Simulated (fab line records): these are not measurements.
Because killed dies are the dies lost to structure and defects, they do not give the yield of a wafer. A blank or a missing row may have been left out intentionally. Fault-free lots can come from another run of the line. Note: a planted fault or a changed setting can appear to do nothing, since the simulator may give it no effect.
Split-lot study || flow n5-finfet || on a route of 1938 steps: 7 lots, 21 wafers read

## ON THE SPLIT
At N5_BEOL_M3_COAT_22 (resist thk 30 nm), the setting spin-rpm was moved away from the recipe's 1500 rpm on 9 of the 21 wafers read, by -9.3% to +10.5%. For the rest of the wafers, this setting stayed at what the recipe calls for.

## FROM THE SPLIT TO THE READING: what the file shows between them, 4 steps
- N5_BEOL_M3_EBR_24
- N5_BEOL_M3_SOFTBAKE_23: time 60 s
- N5_BEOL_M3_EXPOSE_25: exposes mask V2, defocus 5 nm
- N5_BEOL_M3_PEB_26: peb time 60 s

## THE READING
CAR-EUV_of_BEOL_M3_COAT_22.thk-nm (the simulator's own value, which no gauge read), in nm, at N5_BEOL_M3_DEVELOP_27 (develop time 30 s). The file does not state a usual value for it. The 12 wafers here that ran the recipe average 29.5 nm, standard deviation 0.099 nm.

{"wafer": "L075.1", "tool, chamber at the split": "litho-track-03, 0", "spin-rpm as run, rpm": 1500, "against the recipe": "recipe", "CAR-EUV_of_BEOL_M3_COAT_22.thk-nm, nm": 29.4, "against lot-mates on the recipe": "-"}
{"wafer": "L075.6", "tool, chamber at the split": "litho-track-03, 0", "spin-rpm as run, rpm": 1500, "against the recipe": "recipe", "CAR-EUV_of_BEOL_M3_COAT_22.thk-nm, nm": 29.4, "against lot-mates on the recipe": "-"}
{"wafer": "L075.3", "tool, chamber at the split": "litho-track-03, 0", "spin-rpm as run, rpm": 1577, "against the recipe": "+5.1%", "CAR-EUV_of_BEOL_M3_COAT_22.thk-nm, nm": 28.8, "against lot-mates on the recipe": -0.6}
{"wafer": "L076.2", "tool, chamber at the split": "litho-track-03, 0", "spin-rpm as run, rpm": 1361, "against the recipe": "-9.3%", "CAR-EUV_of_BEOL_M3_COAT_22.thk-nm, nm": 31, "against lot-mates on the recipe": "+1.6"}
{"wafer": "L076.3", "tool, chamber at the split": "litho-track-03, 0", "spin-rpm as run, rpm": 1361, "against the recipe": "-9.3%", "CAR-EUV_of_BEOL_M3_COAT_22.thk-nm, nm": 30.8, "against lot-mates on the recipe": "+1.4"}
{"wafer": "L076.6", "tool, chamber at the split": "litho-track-03, 0", "spin-rpm as run, rpm": 1500, "against the recipe": "recipe", "CAR-EUV_of_BEOL_M3_COAT_22.thk-nm, nm": 29.4, "against lot-mates on the recipe": "-"}
{"wafer": "L079.2", "tool, chamber at the split": "litho-track-03, 0", "spin-rpm as run, rpm": 1500, "against the recipe": "recipe", "CAR-EUV_of_BEOL_M3_COAT_22.thk-nm, nm": 29.6, "against lot-mates on the recipe": "-"}
{"wafer": "L079.3", "tool, chamber at the split": "litho-track-03, 0", "spin-rpm as run, rpm": 1500, "against the recipe": "recipe", "CAR-EUV_of_BEOL_M3_COAT_22.thk-nm, nm": 29.6, "against lot-mates on the recipe": "-"}
{"wafer": "L079.4", "tool, chamber at the split": "litho-track-03, 0", "spin-rpm as run, rpm": 1500, "against the recipe": "recipe", "CAR-EUV_of_BEOL_M3_COAT_22.thk-nm, nm": 29.6, "against lot-mates on the recipe": "-"}
{"wafer": "L083.1", "tool, chamber at the split": "litho-track-01, 0", "spin-rpm as run, rpm": 1500, "against the recipe": "recipe", "CAR-EUV_of_BEOL_M3_COAT_22.thk-nm, nm": 29.6, "against lot-mates on the recipe": "-"}
{"wafer": "L083.3", "tool, chamber at the split": "litho-track-01, 0", "spin-rpm as run, rpm": 1578, "against the recipe": "+5.2%", "CAR-EUV_of_BEOL_M3_COAT_22.thk-nm, nm": 29, "against lot-mates on the recipe": -0.6}
{"wafer": "L083.5", "tool, chamber at the split": "litho-track-01, 0", "spin-rpm as run, rpm": 1578, "against the recipe": "+5.2%", "CAR-EUV_of_BEOL_M3_COAT_22.thk-nm, nm": 28.8, "against lot-mates on the recipe": -0.8}
{"wafer": "L092.4", "tool, chamber at the split": "litho-track-04, 0", "spin-rpm as run, rpm": 1500, "against the recipe": "recipe", "CAR-EUV_of_BEOL_M3_COAT_22.thk-nm, nm": 29.6, "against lot-mates on the recipe": "-"}
{"wafer": "L092.6", "tool, chamber at the split": "litho-track-04, 0", "spin-rpm as run, rpm": 1500, "against the recipe": "recipe", "CAR-EUV_of_BEOL_M3_COAT_22.thk-nm, nm": 29.6, "against lot-mates on the recipe": "-"}
{"wafer": "L092.5", "tool, chamber at the split": "litho-track-04, 0", "spin-rpm as run, rpm": 1390, "against the recipe": "-7.3%", "CAR-EUV_of_BEOL_M3_COAT_22.thk-nm, nm": 30.6, "against lot-mates on the recipe": "+1.0"}
{"wafer": "L091.3", "tool, chamber at the split": "litho-track-01, 0", "spin-rpm as run, rpm": 1631, "against the recipe": "+8.7%", "CAR-EUV_of_BEOL_M3_COAT_22.thk-nm, nm": 28.4, "against lot-mates on the recipe": -1.2}
{"wafer": "L091.5", "tool, chamber at the split": "litho-track-01, 0", "spin-rpm as run, rpm": 1631, "against the recipe": "+8.7%", "CAR-EUV_of_BEOL_M3_COAT_22.thk-nm, nm": 28.4, "against lot-mates on the recipe": -1.2}
{"wafer": "L091.4", "tool, chamber at the split": "litho-track-01, 0", "spin-rpm as run, rpm": 1500, "against the recipe": "recipe", "CAR-EUV_of_BEOL_M3_COAT_22.thk-nm, nm": 29.6, "against lot-mates on the recipe": "-"}
{"wafer": "L094.2", "tool, chamber at the split": "litho-track-04, 0", "spin-rpm as run, rpm": 1500, "against the recipe": "recipe", "CAR-EUV_of_BEOL_M3_COAT_22.thk-nm, nm": 29.4, "against lot-mates on the recipe": "-"}
{"wafer": "L094.3", "tool, chamber at the split": "litho-track-04, 0", "spin-rpm as run, rpm": 1500, "against the recipe": "recipe", "CAR-EUV_of_BEOL_M3_COAT_22.thk-nm, nm": 29.4, "against lot-mates on the recipe": "-"}
{"wafer": "L094.4", "tool, chamber at the split": "litho-track-04, 0", "spin-rpm as run, rpm": 1658, "against the recipe": "+10.5%", "CAR-EUV_of_BEOL_M3_COAT_22.thk-nm, nm": 28, "against lot-mates on the recipe": -1.4}

THE FIT
A straight line over all 21 wafers: CAR-EUV_of_BEOL_M3_COAT_22.thk-nm changes by -0.14 nm for each +1% of spin-rpm; r = -0.99; the points scatter about the line by 0.1 nm.
The same after taking each lot's own level away (the mean of its wafers on the recipe; 21 wafers): -0.144 nm for each +1%; r = -0.99; scatter 0.078 nm.
According to that fit, moving spin-rpm by its largest amount changes the reading by 1.5 nm.
From 29.40 to 29.60 nm: that is the span of the lots' own levels, equal to 2.0 times the standard deviation above.
The two slopes are in agreement: the lot-to-lot level therefore moves the slope only a little.
Check: -1.5 nm against its lot-mates is what the line predicts for one of the wafers moved furthest among these (+10.5%) when that wafer is left out of the fit. Against them it came out at -1.4 nm.

## ADDITIONAL SPLITS CARRIED BY THESE WAFERS
Before the reading, these wafers also passed through other splits. Each is held against what the fit with the lots' levels taken away leaves over:
{"other split on the same wafers": "N5_DUMMY_GATE_ETCH_32 time-s", "wafers away from the commonest value": 8, "r with CAR-EUV_of_BEOL_M3_COAT_22.thk-nm (lot level and that fit taken away)": "+0.47"}
{"other split on the same wafers": "N5_SD_EPI_P_COAT_34 spin-rpm", "wafers away from the commonest value": 9, "r with CAR-EUV_of_BEOL_M3_COAT_22.thk-nm (lot level and that fit taken away)": "+0.06"}
{"other split on the same wafers": "N5_SDB_EXPOSE_08 dose-mj", "wafers away from the commonest value": 6, "r with CAR-EUV_of_BEOL_M3_COAT_22.thk-nm (lot level and that fit taken away)": "+0.06"}
{"other split on the same wafers": "N5_MOL_CONTACT_COAG_ALD_133 ald-cycles", "wafers away from the commonest value": 6, "r with CAR-EUV_of_BEOL_M3_COAT_22.thk-nm (lot level and that fit taken away)": -0.09}
{"other split on the same wafers": "N5_BEOL_M0_SAQP_COAT_105 spin-rpm", "wafers away from the commonest value": 6, "r with CAR-EUV_of_BEOL_M3_COAT_22.thk-nm (lot level and that fit taken away)": "+0.12"}
{"other split on the same wafers": "N5_BEOL_M0_ETCH_138 source-w", "wafers away from the commonest value": 8, "r with CAR-EUV_of_BEOL_M3_COAT_22.thk-nm (lot level and that fit taken away)": -0.06}
{"other split on the same wafers": "N5_BEOL_M1_ETCH_70 source-w", "wafers away from the commonest value": 6, "r with CAR-EUV_of_BEOL_M3_COAT_22.thk-nm (lot level and that fit taken away)": -0.35}
{"other split on the same wafers": "N5_BEOL_M1_TRENCH_ETCH_37 bias-w", "wafers away from the commonest value": 7, "r with CAR-EUV_of_BEOL_M3_COAT_22.thk-nm (lot level and that fit taken away)": -0.11}

## THE WHOLE CHAIN: every reading that the file lists as answering this split, in the file's order
{"step": "N5_BEOL_M3_COAT_22", "what it does": "resist thk 30 nm", "reading": "CAR-EUV_of_BEOL_M3_COAT_22.thk-nm (the simulator's own value, which no gauge read)", "change (the file's fit)": "-0.154 nm for each +1% of the setting", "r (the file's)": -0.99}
{"step": "N5_BEOL_M3_DEVELOP_27", "what it does": "develop time 30 s", "reading": "CAR-EUV_of_BEOL_M3_COAT_22.thk-nm (the simulator's own value, which no gauge read)", "change (the file's fit)": "-0.14 nm for each +1% of the setting", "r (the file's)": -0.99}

## THE FILE'S OWN FIT
CAR-EUV_of_BEOL_M3_COAT_22.thk-nm changes by -0.14 nm for each +1% of spin-rpm, r = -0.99.
